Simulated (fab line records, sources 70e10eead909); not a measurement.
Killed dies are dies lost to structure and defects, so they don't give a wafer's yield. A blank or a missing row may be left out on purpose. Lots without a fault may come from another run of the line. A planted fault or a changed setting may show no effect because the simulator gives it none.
One fault seen from 2 desks | flow nand_harc | each desk has only its own numbers; what lay behind them comes last

THE TOOL OWNER'S DESK: rie_diel-02
The tool's own readings at NHARC_P_STI_ETCH_42 (etches the open film in N2/H2, target depth 80 nm, overetch 24 nm, time 61 s): means of the sampled wafers that have a number, for each lot that ran on this tool. A lot is out of limits, marked OUT, if its mean lies more than 4 standard deviations from the usual mean; the brackets give that distance.
Columns: A = bias_w at NHARC_P_STI_ETCH_42, usual 150.0 W; B = chamber_pressure_mTorr at NHARC_P_STI_ETCH_42, usual 30.001 mTorr; C = drypump_motor_current_A at NHARC_P_STI_ETCH_42, usual 6.0 A; D = oes_product_au at NHARC_P_STI_ETCH_42, usual 0.998 a.u.; E = rf_vpp_V at NHARC_P_STI_ETCH_42, usual 431.8 V; F = showerhead_plenum_p_Torr at NHARC_P_STI_ETCH_42, usual 2.09 Torr; G = throttle_valve_pct at NHARC_P_STI_ETCH_42, usual 14.171 %
lot  | first seen here | A     | B      | C   | D     | E     | F    | G
L382 | day 3 01:46     | 150.0 | 29.978 | 5.8 | 0.999 | 431.5 | 2.08 | 14.170
L389 | day 4 20:15     | 150.6 | 30.021 | 6.2 | 0.999 | 429.8 | 2.01 | 14.174
L392 | day 5 17:18     | 149.4 | 30.003 | 5.8 | 0.997 | 433.2 | 2.08 | 14.171
L400 | day 7 17:52     | 149.9 | 29.987 | 6.0 | 0.987 | 430.2 | 2.00 | 14.169
L402 | day 8 01:32     | 150.3 | 29.993 | 5.7 | 0.992 | 432.3 | 2.12 | 14.171
This desk's finding: nothing out of limits on any of the 5 lots.

THE METROLOGY DESK
What the gauges read, lot by lot, whatever tool the lot ran on: means of the sampled wafers that have a number. A lot is out of limits, marked OUT, if its mean lies more than 4 standard deviations from the usual mean; the brackets give that distance.
Columns: A = cd_nm at NHARC_P_GATE_CD_MEAS_11, usual 1640.2 nm; B = overlay_x_nm at NHARC_P_GATE_OVL_MEAS_27, usual 0.0 nm; C = overlay_y_nm at NHARC_P_GATE_OVL_MEAS_27, usual -0.2 nm
lot  | first seen here | A      | B    | C
L382 | day 4 20:24     | 1639.3 | -0.5 | 0.7
L380 | day 4 20:34     | 1640.3 | 0.4  | 0.5
L383 | day 5 01:11     | 1641.0 | -0.2 | 0.9
L385 | day 5 07:49     | 1640.8 | -2.2 | 0.4
L384 | day 5 07:59     | 1640.7 | 0.6  | -0.4
L387 | day 5 19:05     | 1638.9 | 0.2  | 0.0
L389 | day 6 08:45     | 1640.1 | -0.6 | -0.7
L392 | day 7 09:23     | 1640.5 | 0.7  | -1.5
L400 | day 9 10:30     | 1640.5 | 0.4  | -0.4
L402 | day 9 16:38     | 1641.7 | 0.3  | -0.8
This desk's finding: nothing out of limits on any of the 10 lots.

PUT TOGETHER
The tool owner's desk saw nothing out of limits.
The metrology desk saw nothing out of limits.

WHAT THE SIMULATOR HAD PUT IN
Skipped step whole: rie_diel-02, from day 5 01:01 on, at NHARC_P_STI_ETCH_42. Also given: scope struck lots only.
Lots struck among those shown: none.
